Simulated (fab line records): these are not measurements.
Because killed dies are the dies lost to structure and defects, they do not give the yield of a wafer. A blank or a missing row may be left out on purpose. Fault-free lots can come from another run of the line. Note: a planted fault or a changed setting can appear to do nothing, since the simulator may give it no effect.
Matching of chambers | flow n5Finfet | N5_BEOL_M3_ETCH_63 on rieDiel-04: 4 sister chambers
The step etches SiARC in CF4, target depth 15.6 nm, time 26 s. 8 wafers are shown with their chamber, then 10 later ones without.

WAFERS, EACH WITH ITS CHAMBER
wafer  | chamber | throttleValvePct (%) | showerheadPlenumPTorr (Torr)
L080.6 | 3       | 16.08                | 2.14
L086.4 | 3       | 16.13                | 2.13
L084.4 | 1       | 15.59                | 2.08
L084.5 | 0       | 15.96                | 2.12
L085.3 | 1       | 15.59                | 2.08
L085.6 | 2       | 15.55                | 2.06
L088.3 | 0       | 15.97                | 2.12
L088.5 | 2       | 15.56                | 2.06

WAFERS WHOSE CHAMBER IS MISSING
wafer  | throttleValvePct (%) | showerheadPlenumPTorr (Torr)
L088.6 | 15.59                | 2.08
L091.3 | 15.99                | 2.11
L091.4 | 16.12                | 2.13
L091.5 | 15.99                | 2.11
L094.2 | 15.59                | 2.07
L094.3 | 16.14                | 2.13
L094.6 | 15.58                | 2.06
L097.3 | 15.59                | 2.05
L097.5 | 15.53                | 2.11
L097.6 | 15.61                | 2.07

WHICH CHAMBER EACH ONE RAN IN
wafer  | from the rows above     | in truth
L088.6 | 1                       | 1
L091.3 | 0                       | 0
L091.4 | 3                       | 3
L091.5 | 0                       | 0
L094.2 | can't be placed: 1 or 2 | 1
L094.3 | 3                       | 3
L094.6 | 2                       | 2
L097.3 | 2                       | 2
L097.5 | 1                       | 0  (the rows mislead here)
L097.6 | can't be placed: 1 or 2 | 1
Placed correctly: 7 of 10. These rows do not allow placing 2 (true chamber among the candidates in 2). Wrongly placed: 1.
How it was worked out, from the rows above alone: a wafer's distance from a chamber is the root of the sum, over the readings, of the square of ((its reading less the chamber's mean) divided by the reading's scatter). The wafer belongs to the nearest chamber; if the next one is less than 2 further off, it can't be placed. For every chamber, the mean is computed from those of its wafers that are shown. The scatter: the root of (the sum of the squares of (reading less its chamber's mean) over the shown wafers, divided by (wafers less chambers)).
